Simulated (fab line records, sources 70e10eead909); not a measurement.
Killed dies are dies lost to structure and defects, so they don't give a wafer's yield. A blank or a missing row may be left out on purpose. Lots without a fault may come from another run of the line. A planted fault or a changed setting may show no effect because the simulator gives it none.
fab line records | flow nand_harc
record lots=14 wafers=42 last_day=24
route steps=1159 shown A_BLC@987 A_M0@1002
lots that met no fault: from a run of the same line without faults
start_h: hours from the record's first day to the start of the lot's first wafer shown | wait_h: hours since the lot's step before | " the same as in the row above | L1.1+2: a row that stands for several wafers | - no value, or no start given | * or withheld: withheld | < > ~ a bound
route shown NAME@n: a module of which the file shows steps, and the number in the route of the first | usual: mean/standard deviation of fault-free wafers | same: alike in all rows | chamber/n: place in a boat | sites: the reading at each site | _std_site: their standard deviation | _edge_site: outer sites' mean less inner sites' | radius_mm: how far each site lies from the wafer's centre | mask NAME#n: copy n | behind: the tool/chamber that last shaped the wafer | hold: why the lot was held/for how many hours/how that ended | device: the transistor (n, p or np) that didn't switch | end of line: the same wafers' tests at the end of the route | a step without rows: its recipe alone | killed: dies lost to structure and defects at the first sort, not the wafer's yield | map: a wafer's dies, x killed, . not, _ none there
set.NAME: the setting as run; set.NAME@STEP: as run at that earlier step | model.NAME: the simulator's own value behind a step, which no gauge read
steps of the route over a sample of lots; a table a step, a row a wafer
services: from which hour (start_h, from the record's first day; less than 0 if before it) a tool's chamber was out of use, for how many hours, and why
## steps
# step NHARC_A_BLC_PVD_32
# recipe target_thk_a=50 chamber_pressure_pa=5 power_w=5000 substrate_temp_c=200 time_s=17.7 material=Ti
# usual throttle_valve_pct=30.2/1.5
# columns lot.wafer tool chamber start_h wait_h throttle_valve_pct
L416.2 pvd_sputter-03 - - - 29.3
L416.1 " - " " 31.4
L416.6 " - " " 29.0
L418.3 pvd_sputter-02 - - - 26.9
L418.2 " - " " 30.2
L418.5 " - " " 31.5
L419.2 pvd_sputter-03 - - - 29.6
L419.4 " - " " 30.9
L419.5 " - " " 31.6
L420.2 pvd_sputter-01 - - - 30.8
L420.5 " - " " 29.3
L420.6 " - " " 31.4
L421.3 pvd_sputter-03 - - - 30.7
L421.4 " - " " 31.6
L421.5 " - " " 29.7
L426.4 pvd_sputter-02 - - - 30.1
L426.2 " - " " 26.9
L426.5 " - " " 30.3
L427.4 pvd_sputter-01 - - - 32.7
L427.3 " - " " 30.9
L427.6 " - " " 32.7
L431.3 pvd_sputter-01 - - - 31.6
L431.4 " - " " 32.7
L431.6 " - " " 31.3
L432.2 pvd_sputter-03 - - - 31.1
L432.4 " - " " 31.1
L432.6 " - " " 30.3
L435.4 pvd_sputter-02 - - - 31.1
L435.2 " - " " 29.7
L435.5 " - " " 26.8
L437.2 pvd_sputter-03 - - - 30.8
L437.5 " - " " 29.5
L437.6 " - " " 30.1
L436.3 pvd_sputter-03 - - - 30.4
L436.4 " - " " 30.5
L436.5 " - " " 30.9
L438.1 pvd_sputter-02 - - - 26.7
L438.3 " - " " 31.0
L438.5 " - " " 26.5
L439.1 pvd_sputter-01 - - - 31.8
L439.2 " - " " 29.4
L439.5 " - " " 30.6
# step NHARC_A_BLC_ALD_23
# recipe target_thk_a=30 pulse_time_s=1 ald_cycles=150 temp_c=450 material=TiN
# usual heater_power_w=1066/87 precursor_pulse_height_rel=0.999/0.019
# columns lot.wafer tool chamber start_h wait_h heater_power_w precursor_pulse_height_rel
L416.1 ald_metal-04 0 400.32 - 1101 0.971
L416.2 " 1 " " 888 0.993
L416.6 " 2 " " 1044 0.995
L418.3 ald_metal-03 2 412.36 - 1185 1.003
L418.2 " 3 " " 1007 0.998
L418.5 " 2 " " 1168 1.002
L419.2 ald_metal-01 3 412.58 - 1070 0.948
L419.4 " 2 " " 1159 0.975
L419.5 " 3 " " 1038 1.001
L420.2 ald_metal-04 0 420.56 - 1100 1.015
L420.5 " 1 " " 930 0.973
L420.6 " 2 " " 1071 0.986
L421.4 ald_metal-04 3 429.38 - 1097 1.024
L421.3 " 0 " " 1089 1.020
L421.5 " 3 " " 1082 1.008
L426.2 ald_metal-03 2 451.73 - 1126 1.020
L426.4 " 3 " " 996 1.002
L426.5 " 1 " " 944 0.990
L427.3 ald_metal-04 1 458.71 - 963 1.005
L427.4 " 2 " " 1080 0.975
L427.6 " 0 " " 1109 0.981
L431.4 ald_metal-03 1 492.90 - 954 1.024
L431.3 " 2 " " 1164 1.028
L431.6 " 1 " " 953 1.006
L432.2 ald_metal-01 3 504.24 - 1025 0.995
L432.4 " 1 " " 1090 0.990
L432.6 " 2 " " 1131 0.988
L435.2 ald_metal-03 1 521.17 - 909 0.992
L435.4 " 3 " " 922 0.997
L435.5 " 1 " " 919 0.934
L437.2 ald_metal-03 0 525.33 - 1142 0.991
L437.6 " 1 " " 912 1.040
L437.5 " 2 " " 1229 1.010
L436.3 ald_metal-04 3 528.10 - 1079 1.028
L436.4 " 0 " " 1123 1.025
L436.5 " 1 " " 980 0.997
L438.3 ald_metal-03 2 536.52 - 1225 0.999
L438.1 " 0 " " 1160 0.977
L438.5 " 2 " " 1211 0.995
L439.1 ald_metal-01 0 537.38 - 1169 0.980
L439.2 " 1 " " 1103 0.989
L439.5 " 0 " " 1171 0.988
# step NHARC_A_M0_PEB_07
# recipe peb_temp_c=100 peb_time_s=65
# usual heater_power_total_W=156.6/0.41 plate_temp_C=100.01/0.15 resist_line_temp_C=23.01/0.12
# columns lot.wafer tool chamber start_h wait_h heater_power_total_W plate_temp_C resist_line_temp_C
L416.1 litho_track-01 0 405.50 0.1 156.9 100.19 23.15
L416.2 " 0 " " 156.2 100.36 23.17
L416.6 " 0 " " 156.8 100.28 23.12
L418.2 litho_track-04 0 414.30 0.1 156.6 100.11 23.23
L418.3 " 0 " " 156.2 99.91 23.08
L418.5 " 0 " " 157.0 100.22 22.93
L419.2 litho_track-06 0 414.54 0.1 156.0 100.15 23.01
L419.4 " 0 " " 156.1 99.86 22.97
L419.5 " 0 " " 157.0 99.93 23.10
L420.2 litho_track-06 0 422.82 0.1 156.8 100.09 23.05
L420.5 " 0 " " 156.0 99.98 23.15
L420.6 " 0 " " 156.1 100.05 23.06
L421.3 litho_track-01 0 432.29 0.0 156.0 100.01 23.10
L421.4 " 0 " " 156.4 99.93 23.17
L421.5 " 0 " " 156.6 99.88 23.12
L426.2 litho_track-06 0 453.52 0.1 166.2 104.08 23.05
L426.4 " 0 " " 165.7 104.20 22.88
L426.5 " 0 " " 165.5 104.17 23.03
L427.3 litho_track-06 0 461.92 0.0 165.8 104.26 23.07
L427.4 " 0 " " 166.0 104.15 22.94
L427.6 " 0 " " 165.6 104.11 22.92
L431.3 litho_track-04 0 500.67 0.0 157.1 100.10 23.04
L431.4 " 0 " " 156.8 100.08 23.06
L431.6 " 0 " " 156.2 100.00 23.10
L432.2 litho_track-04 0 512.22 0.1 156.2 100.05 23.04
L432.4 " 0 " " 156.4 99.95 23.01
L432.6 " 0 " " 156.1 99.99 22.87
L435.2 litho_track-04 0 524.13 0.1 157.0 100.11 23.07
L435.4 " 0 " " 157.2 100.07 23.27
L435.5 " 0 " " 156.3 100.29 23.11
L437.2 litho_track-01 0 527.50 0.1 156.0 99.90 22.95
L437.5 " 0 " " 157.1 100.08 22.95
L437.6 " 0 " " 155.9 100.01 23.00
L436.3 litho_track-04 0 534.48 0.0 155.9 99.78 23.00
L436.4 " 0 " " 155.9 99.85 22.95
L436.5 " 0 " " 156.0 100.05 23.06
L438.1 litho_track-04 0 538.54 0.1 156.0 100.02 22.86
L438.3 " 0 " " 156.3 99.90 23.05
L438.5 " 0 " " 156.8 99.91 22.98
L439.1 litho_track-06 0 539.22 0.1 157.2 100.03 22.92
L439.2 " 0 " " 156.8 99.97 23.02
L439.5 " 0 " " 156.1 100.07 23.03
# step NHARC_A_M0_CD_MEAS_09
# recipe target_cd_nm=80 landing_energy_ev=500
# usual cd_nm=80.3/0.79
# columns lot.wafer tool chamber start_h wait_h cd_nm
L416.1 cd_sem-02 0 405.58 - 80.2
L416.2 " 0 " " 80.4
L416.6 " 0 " " 81.0
L418.2 cd_sem-01 0 414.38 - 81.1
L418.3 " 0 " " 79.7
L418.5 " 0 " " 81.0
L419.2 cd_sem-01 0 414.62 - 80.1
L419.4 " 0 " " 81.7
L419.5 " 0 " " 79.9
L420.2 cd_sem-01 0 422.90 - 81.3
L420.5 " 0 " " 80.1
L420.6 " 0 " " 80.2
L421.3 cd_sem-01 0 432.38 - 80.7
L421.4 " 0 " " 80.6
L421.5 " 0 " " 80.7
L426.2 cd_sem-03 0 453.61 - 95.1
L426.4 " 0 " " 96.0
L426.5 " 0 " " 96.2
L427.3 cd_sem-02 0 462.00 - 92.0
L427.4 " 0 " " 92.2
L427.6 " 0 " " 91.7
L431.3 cd_sem-01 0 500.76 - 80.2
L431.4 " 0 " " 78.6
L431.6 " 0 " " 79.6
L432.2 cd_sem-01 0 512.30 - 79.9
L432.4 " 0 " " 80.1
L432.6 " 0 " " 79.3
L435.2 cd_sem-02 0 524.21 - 79.1
L435.4 " 0 " " 80.0
L435.5 " 0 " " 79.4
L437.2 cd_sem-01 0 527.58 - 80.4
L437.5 " 0 " " 81.3
L437.6 " 0 " " 80.9
L436.3 cd_sem-01 0 534.56 - 81.4
L436.4 " 0 " " 80.8
L436.5 " 0 " " 80.5
L438.1 cd_sem-03 0 538.62 - 80.1
L438.3 " 0 " " 79.9
L438.5 " 0 " " 80.4
L439.1 cd_sem-01 0 539.30 - 83.1
L439.2 " 0 " " 80.2
L439.5 " 0 " " 81.0
# step NHARC_A_M0_CD_MEAS_16
# usual cd_nm=80.5/0.98
# columns lot.wafer tool chamber start_h wait_h cd_nm
L416.1 cd_sem-02 - 406.07 - 80.0
L416.2 " - " " 81.1
L416.6 " - " " 80.7
L418.2 cd_sem-01 - 414.86 - 81.7
L418.3 " - " " 80.0
L418.5 " - " " 81.7
L419.2 cd_sem-02 - 415.10 - 81.4
L419.4 " - " " 82.5
L419.5 " - " " 81.1
L420.2 cd_sem-03 - 423.38 - 80.4
L420.5 " - " " 80.3
L420.6 " - " " 79.9
L421.3 cd_sem-03 - 432.86 - 83.3
L421.4 " - " " 81.0
L421.5 " - " " 82.4
L426.2 cd_sem-03 - 454.13 - 94.1
L426.4 " - " " 95.3
L426.5 " - " " 95.0
L427.3 cd_sem-03 - 462.49 - 92.9
L427.4 " - " " 91.1
L427.6 " - " " 91.9
L431.3 cd_sem-02 - 501.37 - 81.1
L431.4 " - " " 78.8
L431.6 " - " " 79.0
L432.2 cd_sem-02 - 512.79 - 79.8
L432.4 " - " " 80.2
L432.6 " - " " 79.4
L435.2 cd_sem-02 - 524.70 - 79.4
L435.4 " - " " 79.1
L435.5 " - " " 79.1
L437.2 cd_sem-01 - 528.07 - 79.9
L437.5 " - " " 80.8
L437.6 " - " " 81.2
L436.3 cd_sem-03 - 535.16 - 81.4
L436.4 " - " " 81.0
L436.5 " - " " 81.4
L438.1 cd_sem-01 - 539.11 - 80.9
L438.3 " - " " 80.8
L438.5 " - " " 80.9
L439.1 cd_sem-03 - 539.78 - 83.5
L439.2 " - " " 80.2
L439.5 " - " " 82.4
# step NHARC_A_M0_DEGAS_28
# recipe temp_c=250 time_s=60
# usual heater_power_w=329/24
# columns lot.wafer tool chamber start_h wait_h heater_power_w
L416.2 pvd_sputter-02 - 406.70 - 319
L416.1 " - " " 317
L416.6 " - " " 310
L418.2 pvd_sputter-01 - 415.50 - 331
L418.3 " - " " 330
L418.5 " - " " 310
L419.4 pvd_sputter-03 - 415.74 - 343
L419.2 " - " " 351
L419.5 " - " " 310
L420.2 pvd_sputter-02 - 424.02 - 316
L420.6 " - " " 314
L420.5 " - " " 335
L421.3 pvd_sputter-02 - 433.47 - 308
L421.4 " - " " 336
L421.5 " - " " 291
L426.4 pvd_sputter-03 - 454.80 - 341
L426.2 " - " " 338
L426.5 " - " " 341
L427.3 pvd_sputter-02 - 463.14 - 292
L427.4 " - " " 316
L427.6 " - " " 341
L431.3 pvd_sputter-03 - 501.99 - 317
L431.4 " - " " 342
L431.6 " - " " 363
L432.4 pvd_sputter-02 - 513.44 - 296
L432.2 " - " " 319
L432.6 " - " " 304
L435.4 pvd_sputter-01 - 525.31 - 348
L435.2 " - " " 308
L435.5 " - " " 352
L437.2 pvd_sputter-01 - 528.70 - 310
L437.5 " - " " 374
L437.6 " - " " 316
L436.4 pvd_sputter-01 - 535.83 - 310
L436.3 " - " " 317
L436.5 " - " " 318
L438.3 pvd_sputter-03 - 539.73 - 355
L438.1 " - " " 316
L438.5 " - " " 355
L439.2 pvd_sputter-02 - 540.40 - 290
L439.1 " - " " 308
L439.5 " - " " 313
## services
# columns tool chamber start_h hours kind
pvd_sputter-02 - 392.00 10.0 pm
ald_metal-04 - 406.00 10.0 pm
pvd_sputter-03 - 431.98 2.8 repair
pvd_sputter-01 - 432.26 2.1 repair
ald_metal-01 1 437.14 5.4 repair
litho_track-01 - 443.00 7.0 pm
ald_metal-01 2 445.63 12.1 repair
ald_metal-04 1 448.65 3.8 repair
pvd_sputter-01 - 453.29 1.1 repair
ald_metal-01 - 458.00 10.0 pm
pvd_sputter-03 - 458.00 10.0 pm
litho_track-06 - 467.00 7.0 pm
ald_metal-04 3 479.88 30.5 repair
ald_metal-04 - 488.95 1.2 repair
pvd_sputter-03 - 489.02 4.4 repair
litho_track-04 - 491.00 7.0 pm
ald_metal-04 2 494.65 5.9 repair
ald_metal-01 - 497.90 0.2 repair
ald_metal-03 - 500.00 10.0 pm
ald_metal-03 0 500.00 10.0 vent_cycle
ald_metal-03 1 500.00 10.0 vent_cycle
pvd_sputter-01 - 507.57 6.3 repair
pvd_sputter-01 - 514.07 10.0 pm
pvd_sputter-01 - 539.15 4.2 repair
## key
first_sign step=NHARC_A_M0_PEB_07 reading=plate_temp_C direction=up sigmas=27 usual=* struck=*
effect step=NHARC_A_M0_PEB_07 reading=heater_power_total_W direction=up sigmas=22 usual=* struck=*
effect step=NHARC_A_M0_CD_MEAS_09 reading=cd_nm direction=up sigmas=17 usual=80.3 struck=93.8 through=control_loop
effect step=NHARC_A_M0_CD_MEAS_16 reading=cd_nm direction=up sigmas=13 usual=80.5 struck=93.4 through=control_loop
met_at NHARC_A_M0_PEB_07
struck_lots L426,L427
later_rows_left_out L426.2,L426.4
sort_left_out L426.2,L426.4,L426.5,L427.3,L427.4,L427.6
loop_trim step=NHARC_A_M0_EXPOSE_06 setting=dose lots=L427
not_acting_at NHARC_A_BLC_PVD_32,NHARC_A_BLC_ALD_23,NHARC_A_M0_DEGAS_28
onset_between 422.82 453.52
fault kind=process_parameter_drift tool=litho_track-06 chamber=- onset_h=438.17 steps=NHARC_A_M0_PEB_07 channel=peb_temp_c offset=* shape=step end_h=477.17 acts_in=* stated=*
# sort_left_out: the simulated sort isn't trusted on such a fault, so these wafers' sort isn't shown, and their yield isn't known
# later_rows_left_out: the simulator's readings of these wafers behind a module that went badly wrong aren't trusted and aren't shown, but for the sort
# loop_trim: a control loop set the setting to another value than it would have without faults
